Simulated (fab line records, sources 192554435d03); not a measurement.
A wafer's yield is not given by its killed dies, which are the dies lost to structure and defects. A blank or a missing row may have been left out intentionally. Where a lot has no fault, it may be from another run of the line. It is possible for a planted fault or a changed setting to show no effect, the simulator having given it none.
fab line records	flow n5Finfet
record lots=7	wafers=39
route steps=1938 shown FIN_SAQP@147 FIN_CUT@169 DUMMY_GATE@228 HKMG_FIN@435 GATE_CUT@492 BEOL_M4@1111
startH: hours from the record's opening day to when the first of the lot's shown wafers began	waitH: time in hours since the lot's previous step	" repeats the value in the row above	L1.1+2: a single row standing in for several wafers	- no value, or no start was given	* or withheld: withheld	< > ~ a bound
route shown NAME@n: a module of which the file shows steps, and the number in the route of the first	usual: mean/standard deviation of fault-free wafers	same: alike in all rows	chamber/n: place in a boat	sites: the reading at each site	_std_site: standard deviation of those values	_edge_site: the outer-site mean with the inner-site mean subtracted	radiusMm: for every site, how far away it sits from the centre of the wafer	mask NAME#n: copy n	behind: the tool/chamber that last shaped the wafer	hold: the reason the lot was held/the length of the hold in hours/how it ended	device: the n, p or np transistor that did not switch	end of line: the route-end tests of the same wafers	where a step has no rows: the recipe by itself	killed: at the first sort, the dies lost to defects and structure; wafer yield is something else	map: per-die view of a wafer (x killed, . not killed, _ where there is no die)
set.NAME: setting as actually run; set.NAME@STEP: the setting as run at that earlier step	model.NAME: the simulator's own value behind a step, which no gauge read
lots where settings were altered on purpose, with a table for each step and a row for each wafer
## steps
# step N5_FIN_SAQP_FIN_ETCH_36
# recipe chemistry=HBr/Cl2/O2	targetDepthA=1200	maskMaterial=SiNx	timeS=50.4	biasW=102	pressureMtorr=10	icpW=800	HBr_flow_sccm=150	Cl2_flow_sccm=80	O2_flow_sccm=12
# step N5_FIN_CUT_ETCH_21
# recipe chemistry=N2/H2	target=SOC	targetDepthA=2190	overetchA=438	maskMaterial=SiARC	tempC=40	ionEnergyEv=100	biasW=61	timeS=523.5	pressureMtorr=30	sourceW=850	n2FlowSccm=200	h2FlowSccm=200
# step N5_DUMMY_GATE_EXPOSE_12
# recipe maskId=GATE	na=0.33	sourceShape=annular	sigmaInner=0.2	sigmaOuter=0.6	polarization=unpolarized	targetCdNm=25	doseMj=34
# step N5_DUMMY_GATE_ETCH_37
# recipe chemistry=N2/H2	target=SOC	targetDepthA=600	overetchA=300	tempC=40	ionEnergyEv=200	pressureMtorr=30	sourceW=840	biasW=150	n2FlowSccm=200	h2FlowSccm=200
# step N5_DUMMY_GATE_ETCH_32
# recipe chemistry=CF4	target=SiO2	targetDepthA=35	timeS=3.9	ionEnergyEv=350	pressureMtorr=10	icpW=800	biasW=400	cf4FlowSccm=80
# step N5_HKMG_FIN_ETCH_32
# recipe chemistry=N2/H2	target=SOC	targetDepthA=2400	tempC=40	timeS=300	ionEnergyEv=200	maskMaterial=SiARC	pressureMtorr=30	sourceW=840	biasW=150	n2FlowSccm=200	h2FlowSccm=200
# step N5_GATE_CUT_ETCH_36
# recipe chemistry=CF4	target=SiARC	targetDepthA=130	maskMaterial=CAR-EUV	timeS=21.7	ionEnergyEv=80	pressureMtorr=40	sourceW=545	biasW=36	Ar_flow_sccm=100	cf4FlowSccm=100	ends=cleared
# step N5_BEOL_M4_RC_MEAS_101
# usual DIBL_P=36.3/1.4
lot.wafer	tool	chamber	startH	waitH	set.biasW@FIN_SAQP_FIN_ETCH_36	set.biasW@FIN_CUT_ETCH_21	set.doseMj@DUMMY_GATE_EXPOSE_12	set.sourceW@DUMMY_GATE_ETCH_37	set.timeS@DUMMY_GATE_ETCH_32	set.sourceW@HKMG_FIN_ETCH_32	set.cf4FlowSccm@GATE_CUT_ETCH_36	DIBL_P[mV/V]
L074.1	prober-01	0	196.11	0.0	102	61	34	840	4.427	840	100	37.5
L074.2	"	0	"	"	87.64	54.54	34	840	4.427	772.3	83.02	37.3
L074.3	"	0	"	"	102	61	34	840	3.9	772.3	100	36.0
L074.4	"	0	"	"	102	54.54	34	840	3.9	840	83.02	32.6
L074.5	"	0	"	"	87.64	54.54	34	840	4.427	840	100	35.2
L074.6	"	0	"	"	87.64	61	34	840	3.9	772.3	83.02	36.4
L080.1	prober-01	0	256.89	0.0	102	61	32.69	840	3.9	891.4	100	30.3
L080.2	"	0	"	"	108.2	61	34	840	3.9	891.4	120	37.7
L080.3	"	0	"	"	108.2	61	32.69	930.7	3.9	840	120	34.9
L080.4	"	0	"	"	108.2	61	34	930.7	3.9	891.4	100	37.0
L080.5	"	0	"	"	102	61	32.69	930.7	3.9	840	120	34.6
L080.6	"	0	"	"	102	61	34	840	3.9	840	100	36.7
L081.1	prober-02	0	289.57	0.0	102	56.62	32.95	840	3.9	1000	83.24	34.8
L081.2	"	0	"	"	102	56.62	34	840	3.9	840	83.24	37.7
L081.3	"	0	"	"	89.24	61	32.95	840	3.9	1000	100	33.1
L081.4	"	0	"	"	89.24	56.62	34	840	4.204	840	100	35.0
L081.5	"	0	"	"	102	61	32.95	840	4.204	840	100	34.8
L081.6	"	0	"	"	89.24	61	34	840	4.204	1000	83.24	37.2
L085.1	prober-01	0	324.10	0.0	102	61	34.73	840	3.9	840	100	38.3
L085.2	"	0	"	"	102	61	34	958.8	4.225	840	100	39.3
L085.3	"	0	"	"	102	61	34.73	958.8	3.9	770.2	100	38.9
L085.4	"	0	"	"	102	68.19	34	840	3.9	840	100	38.0
L085.5	"	0	"	"	102	68.19	34.73	840	4.225	770.2	100	38.9
L085.6	"	0	"	"	102	68.19	34	958.8	4.225	770.2	100	37.4
L086.1	prober-01	0	335.47	0.0	102	61	32.07	909.8	3.361	715.4	91.06	30.5
L086.2	"	0	"	"	84	65.14	32.07	909.8	3.9	715.4	100	32.2
L086.3	"	0	"	"	102	61	34	840	3.9	715.4	91.06	33.6
L086.4	"	0	"	"	102	65.14	32.07	840	3.9	840	91.06	29.8
L086.5	"	0	"	"	84	61	34	909.8	3.361	840	100	36.3
L086.6	"	0	"	"	84	65.14	34	840	3.361	840	100	34.6
L088.2	prober-02	0	355.04	0.2	102	61	34	840	3.9	840	100	35.6
L088.3	"	0	"	"	102	61	34	840	3.9	840	100	33.6
L088.6	"	0	"	"	102	61	34	840	3.9	840	100	36.1
L089.1	prober-01	0	391.32	0.0	102	61	34	840	3.9	840	123.7	36.9
L089.2	"	0	"	"	107.9	61	34	718.6	3.9	840	123.7	34.8
L089.3	"	0	"	"	107.9	61	34	840	4.688	840	100	36.3
L089.4	"	0	"	"	107.9	61	34	718.6	3.9	692.8	100	34.8
L089.5	"	0	"	"	102	61	34	718.6	4.688	692.8	123.7	35.4
L089.6	"	0	"	"	102	61	34	840	4.688	692.8	100	35.5
## key
split step=N5_FIN_SAQP_FIN_ETCH_36	setting=biasW	statedAs=102
response none clear
split step=N5_FIN_CUT_ETCH_21	setting=biasW	statedAs=61
response none clear
split step=N5_DUMMY_GATE_EXPOSE_12	setting=doseMj	statedAs=34
response step=N5_BEOL_M4_RC_MEAS_101	reading=DIBL_P	slope=+0.882	per=1%	togetherWith=all	explained=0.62
split step=N5_DUMMY_GATE_ETCH_37	setting=sourceW	statedAs=840
response none clear
split step=N5_DUMMY_GATE_ETCH_32	setting=timeS	statedAs=3.9
response none clear
split step=N5_HKMG_FIN_ETCH_32	setting=sourceW	statedAs=840
response none clear
split step=N5_GATE_CUT_ETCH_36	setting=cf4FlowSccm	statedAs=100
response none clear
